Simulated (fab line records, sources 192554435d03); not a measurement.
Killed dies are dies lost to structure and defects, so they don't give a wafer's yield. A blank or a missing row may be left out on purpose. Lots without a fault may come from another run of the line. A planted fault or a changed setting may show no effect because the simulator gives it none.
Split-lot experiment | flow n5_finfet | 7 lots, 21 wafers read, on a route of 1938 steps

THE SPLIT
At N5_FIN_SAQP_COAT_50 (time 60 s, resist thk 35 nm), the setting spin_rpm was moved away from the recipe's 1500 rpm on 8 of the 21 wafers read, by -9.5% to +9.3%. The other wafers ran this setting at the recipe's value.

FROM THE SPLIT TO THE READING: what the file shows between them, 3 steps
- N5_FIN_SAQP_COAT_10: resist thk 90 nm
- N5_FIN_SAQP_EBR_12
- N5_FIN_SAQP_DESCUM_21: chemistry O2, time 7.9 s

THE READING
CAR-ArF_of_FIN_SAQP_COAT_10.thk_nm (the simulator's own value, which no gauge read), in nm, at N5_FIN_SAQP_ETCH_51 (etches SiARC in CF4, target depth 45.5 nm, time 75.8 s). The file gives no usual value for it. The 13 wafers here that ran the recipe average 50.91 nm, standard deviation 0.25 nm.

wafer  | tool, chamber at the split | spin_rpm as run, rpm | against the recipe | CAR-ArF_of_FIN_SAQP_COAT_10.thk_nm, nm | against lot-mates on the recipe
L078.2 | litho_track-05, 0          | 1640                 | +9.3%              | 52.44                                  | +1.67
L078.3 | litho_track-05, 0          | 1500                 | recipe             | 50.77                                  | -
L078.5 | litho_track-05, 0          | 1640                 | +9.3%              | 52.48                                  | +1.71
L085.1 | litho_track-02, 0          | 1592                 | +6.1%              | 51.55                                  | +0.62
L085.4 | litho_track-02, 0          | 1592                 | +6.1%              | 51.72                                  | +0.79
L085.5 | litho_track-02, 0          | 1500                 | recipe             | 50.93                                  | -
L086.1 | litho_track-05, 0          | 1500                 | recipe             | 50.98                                  | -
L086.5 | litho_track-05, 0          | 1358                 | -9.5%              | 49.18                                  | -1.80
L086.6 | litho_track-05, 0          | 1358                 | -9.5%              | 49.28                                  | -1.70
L092.1 | litho_track-05, 0          | 1500                 | recipe             | 50.7                                   | -
L092.4 | litho_track-05, 0          | 1500                 | recipe             | 50.47                                  | -
L092.6 | litho_track-05, 0          | 1500                 | recipe             | 50.57                                  | -
L093.2 | litho_track-02, 0          | 1500                 | recipe             | 51                                     | -
L093.4 | litho_track-02, 0          | 1543                 | +2.9%              | 51.6                                   | +0.59
L093.6 | litho_track-02, 0          | 1500                 | recipe             | 51.03                                  | -
L094.2 | litho_track-03, 0          | 1500                 | recipe             | 50.86                                  | -
L094.3 | litho_track-03, 0          | 1500                 | recipe             | 50.8                                   | -
L094.6 | litho_track-03, 0          | 1420                 | -5.3%              | 49.56                                  | -1.27
L096.1 | litho_track-02, 0          | 1500                 | recipe             | 51.3                                   | -
L096.2 | litho_track-02, 0          | 1500                 | recipe             | 51.1                                   | -
L096.3 | litho_track-02, 0          | 1500                 | recipe             | 51.36                                  | -

THE FIT
A straight line over all 21 wafers: CAR-ArF_of_FIN_SAQP_COAT_10.thk_nm changes by +0.17 nm for each +1% of spin_rpm; r = +0.96; the points scatter about the line by 0.25 nm.
The same after taking each lot's own level away (the mean of its wafers on the recipe; 21 wafers): +0.177 nm for each +1%; r = +0.98; scatter 0.15 nm.
On that fit, the largest move of spin_rpm shifts the reading by 1.7 nm.
The lots' own levels span 50.580 to 51.253 nm, that is 2.7 times the standard deviation above.
So the lot-to-lot level changes the slope little: the two slopes agree.
Check: with one of the wafers moved furthest among these (-9.5%) left out of the fit, the line predicts -1.7 nm for it against its lot-mates. It came out at -1.8 nm against them.

OTHER SPLITS ON THESE WAFERS
These wafers also went through other splits before the reading. Each is held against what the fit with the lots' levels taken away leaves over:
other split on the same wafers | wafers away from the commonest value | r with CAR-ArF_of_FIN_SAQP_COAT_10.thk_nm (lot level and that fit taken away)
N5_FIN_SAQP_HM_DEP_03 time_s   | 7                                    | -0.06

THE WHOLE CHAIN: every reading that the file lists as answering this split, in the file's order
step                | what it does                                           | reading                                                                             | change (the file's fit)               | r (the file's)
N5_FIN_SAQP_COAT_50 | time 60 s, resist thk 35 nm                            | SiARC_of_FIN_SAQP_COAT_50.thk_nm (the simulator's own value, which no gauge read)   | -0.181 nm for each +1% of the setting | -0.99
N5_FIN_SAQP_ETCH_51 | etches SiARC in CF4, target depth 45.5 nm, time 75.8 s | etch.depth_nm (the simulator's own value, which no gauge read)                      | -0.181 nm for each +1% of the setting | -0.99
N5_FIN_SAQP_ETCH_51 | etches SiARC in CF4, target depth 45.5 nm, time 75.8 s | CAR-ArF_of_FIN_SAQP_COAT_10.thk_nm (the simulator's own value, which no gauge read) | +0.18 nm for each +1% of the setting  | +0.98

THE FILE'S OWN FIT
CAR-ArF_of_FIN_SAQP_COAT_10.thk_nm changes by +0.18 nm for each +1% of spin_rpm, r = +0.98.
